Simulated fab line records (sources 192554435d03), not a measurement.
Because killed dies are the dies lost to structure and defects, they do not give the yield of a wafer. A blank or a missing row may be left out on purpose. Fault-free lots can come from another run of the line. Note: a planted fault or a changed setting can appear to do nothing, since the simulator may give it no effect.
Split-lot experiment :: flow n5Finfet :: route with 1938 steps; 7 lots, 21 wafers read

## ABOUT THE SPLIT
At N5_BEOL_M9_EXPOSE_25 (exposes mask V8), the setting doseMj was moved away from the recipe's 37.25 on 5 of the 21 wafers read, by -4.1% to +4.3%. All remaining wafers had this setting at the recipe value.

## FROM THE SPLIT TO THE READING: what the file shows between them, 2 steps
- N5_BEOL_M9_PEB_26: peb time 60 s
- N5_BEOL_M9_DEVELOP_27: develop time 30 s

## THE READING
cdNm at N5_BEOL_M9_CD_MEAS_28, given in nm (cd target 70 nm). On this fab line, fault-free wafers typically give 69.85 nm with a standard deviation of 0.26 nm.

wafer: L076.1
tool, chamber at the split: euvScanner-01, 0
doseMj as run: 37.25
against the recipe: recipe
cdNm, nm: 69.90
against lot-mates on the recipe: -

wafer: L076.5
tool, chamber at the split: euvScanner-01, 0
doseMj as run: 37.25
against the recipe: recipe
cdNm, nm: 69.61
against lot-mates on the recipe: -

wafer: L076.6
tool, chamber at the split: euvScanner-01, 0
doseMj as run: 37.25
against the recipe: recipe
cdNm, nm: 69.61
against lot-mates on the recipe: -

wafer: L078.1
tool, chamber at the split: euvScanner-02, 0
doseMj as run: 37.25
against the recipe: recipe
cdNm, nm: 69.61
against lot-mates on the recipe: -

wafer: L078.2
tool, chamber at the split: euvScanner-02, 0
doseMj as run: 36.52
against the recipe: -2.0%
cdNm, nm: 69.08
against lot-mates on the recipe: -0.62

wafer: L078.4
tool, chamber at the split: euvScanner-02, 0
doseMj as run: 37.25
against the recipe: recipe
cdNm, nm: 69.79
against lot-mates on the recipe: -

wafer: L080.1
tool, chamber at the split: euvScanner-01, 0
doseMj as run: 38.1
against the recipe: +2.3%
cdNm, nm: 70.44
against lot-mates on the recipe: +0.35

wafer: L080.2
tool, chamber at the split: euvScanner-01, 0
doseMj as run: 37.25
against the recipe: recipe
cdNm, nm: 70.07
against lot-mates on the recipe: -

wafer: L080.5
tool, chamber at the split: euvScanner-01, 0
doseMj as run: 37.25
against the recipe: recipe
cdNm, nm: 70.11
against lot-mates on the recipe: -

wafer: L084.2
tool, chamber at the split: euvScanner-02, 0
doseMj as run: 37.25
against the recipe: recipe
cdNm, nm: 70.21
against lot-mates on the recipe: -

wafer: L084.3
tool, chamber at the split: euvScanner-02, 0
doseMj as run: 37.25
against the recipe: recipe
cdNm, nm: 69.91
against lot-mates on the recipe: -

wafer: L084.6
tool, chamber at the split: euvScanner-02, 0
doseMj as run: 37.25
against the recipe: recipe
cdNm, nm: 70.06
against lot-mates on the recipe: -

wafer: L090.1
tool, chamber at the split: euvScanner-02, 0
doseMj as run: 37.25
against the recipe: recipe
cdNm, nm: 69.48
against lot-mates on the recipe: -

wafer: L090.3
tool, chamber at the split: euvScanner-02, 0
doseMj as run: 35.73
against the recipe: -4.1%
cdNm, nm: 68.53
against lot-mates on the recipe: -1.09

wafer: L090.5
tool, chamber at the split: euvScanner-02, 0
doseMj as run: 37.25
against the recipe: recipe
cdNm, nm: 69.76
against lot-mates on the recipe: -

wafer: L093.1
tool, chamber at the split: euvScanner-02, 0
doseMj as run: 38.86
against the recipe: +4.3%
cdNm, nm: 71.14
against lot-mates on the recipe: +1.18

wafer: L093.3
tool, chamber at the split: euvScanner-02, 0
doseMj as run: 38.86
against the recipe: +4.3%
cdNm, nm: 70.73
against lot-mates on the recipe: +0.77

wafer: L093.4
tool, chamber at the split: euvScanner-02, 0
doseMj as run: 37.25
against the recipe: recipe
cdNm, nm: 69.96
against lot-mates on the recipe: -

wafer: L095.1
tool, chamber at the split: euvScanner-01, 0
doseMj as run: 37.25
against the recipe: recipe
cdNm, nm: 69.67
against lot-mates on the recipe: -

wafer: L095.3
tool, chamber at the split: euvScanner-01, 0
doseMj as run: 37.25
against the recipe: recipe
cdNm, nm: 70.48
against lot-mates on the recipe: -

wafer: L095.6
tool, chamber at the split: euvScanner-01, 0
doseMj as run: 37.25
against the recipe: recipe
cdNm, nm: 70.13
against lot-mates on the recipe: -

FIT RESULTS
A straight line over all 21 wafers: cdNm changes by +0.279 nm for each +1% of doseMj; r = +0.89; the points scatter about the line by 0.27 nm.
The same after taking each lot's own level away (the mean of its wafers on the recipe; 21 wafers): +0.238 nm for each +1%; r = +0.92; scatter 0.18 nm.
That fit puts the effect of the largest move of doseMj on the reading at 1 nm.
The span of the lots' own levels, 69.620 to 70.093 nm, comes to 1.8 times the standard deviation stated above.
So the slope is not independent of the lot-to-lot level: the two fits are not the same.
Check: with one of the wafers moved furthest among these (+4.3%) left out of the fit, the line predicts +0.92 nm for it against its lot-mates. Against them it came out at +1.18 nm.

## OTHER SPLITS ON THESE WAFERS
Before the reading, these wafers also passed through other splits. Each is held against what the fit with the lots' levels taken away leaves over:
other split on the same wafers: N5_BEOL_M8_PECVD_70 timeS
wafers away from the commonest value: 6
r with cdNm (lot level and that fit taken away): +0.21

other split on the same wafers: N5_BEOL_M8_ETCH_65 sourceW
wafers away from the commonest value: 4
r with cdNm (lot level and that fit taken away): +0.47

other split on the same wafers: N5_BEOL_M8_TRENCH_ETCH_37 timeS
wafers away from the commonest value: 5
r with cdNm (lot level and that fit taken away): +0.03

## THE FILE'S OWN FIT
cdNm changes by +0.24 nm for each +1% of doseMj, r = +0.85.
